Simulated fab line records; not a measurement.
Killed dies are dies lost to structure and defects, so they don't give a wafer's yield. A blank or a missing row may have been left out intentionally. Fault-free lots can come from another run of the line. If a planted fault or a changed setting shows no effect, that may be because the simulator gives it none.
Chamber matching	flow nandHarc	aldHk-01 running NHARC_A_CHANNEL_FILL_D1_ALD_16: 4 sister chambers
The step deposits SiO2, target thk 1.5 nm, pulse time 10 s, ald cycles 15. 8 wafers are shown with their chamber, then 9 later ones without.

## WAFERS PAIRED WITH THEIR CHAMBERS
wafer	chamber	heaterPowerW (W)	precursorPulseHeightRel
L084.3	3	489	0.984
L085.4	1	490	0.972
L088.1	3	484	1.007
L088.4	0	499	1.013
L088.5	2	430	0.991
L089.1	1	492	0.978
L089.2	2	449	1.040
L089.4	0	509	1.009

## WAFERS MISSING THEIR CHAMBER
wafer	heaterPowerW (W)	precursorPulseHeightRel
L092.1	482	1.001
L092.3	443	1.004
L092.5	477	0.999
L091.1	474	1.017
L091.2	508	0.984
L091.5	433	0.965
L097.1	478	1.016
L097.2	494	1.007
L097.4	489	1.016

## THE CHAMBER EACH PASSED THROUGH
wafer	from the rows above	in truth
L092.1	can't be placed: 3 or 1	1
L092.3	2	2
L092.5	can't be placed: 3 or 1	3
L091.1	can't be placed: 3 or 1 or 0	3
L091.2	can't be placed: 0 or 1 or 3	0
L091.5	2	2
L097.1	can't be placed: 3 or 1 or 0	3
L097.2	can't be placed: 3 or 0 or 1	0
L097.4	can't be placed: 3 or 0 or 1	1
Placed correctly: 2 of 9. Not placeable from these rows: 7 (in 7, the candidates include the true chamber). Number placed wrongly: 0.
How it was worked out, from the rows above alone: a wafer's distance from a chamber is the root of the sum, over the readings, of the square of ((its reading less the chamber's mean) divided by the reading's scatter). If the next closest chamber is less than 2 further off than the closest, the wafer can't be placed; otherwise it belongs to the closest. The mean given for a chamber averages the wafers shown for that chamber. The scatter: the root of (the sum of the squares of (reading less its chamber's mean) over the shown wafers, divided by (wafers less chambers)).
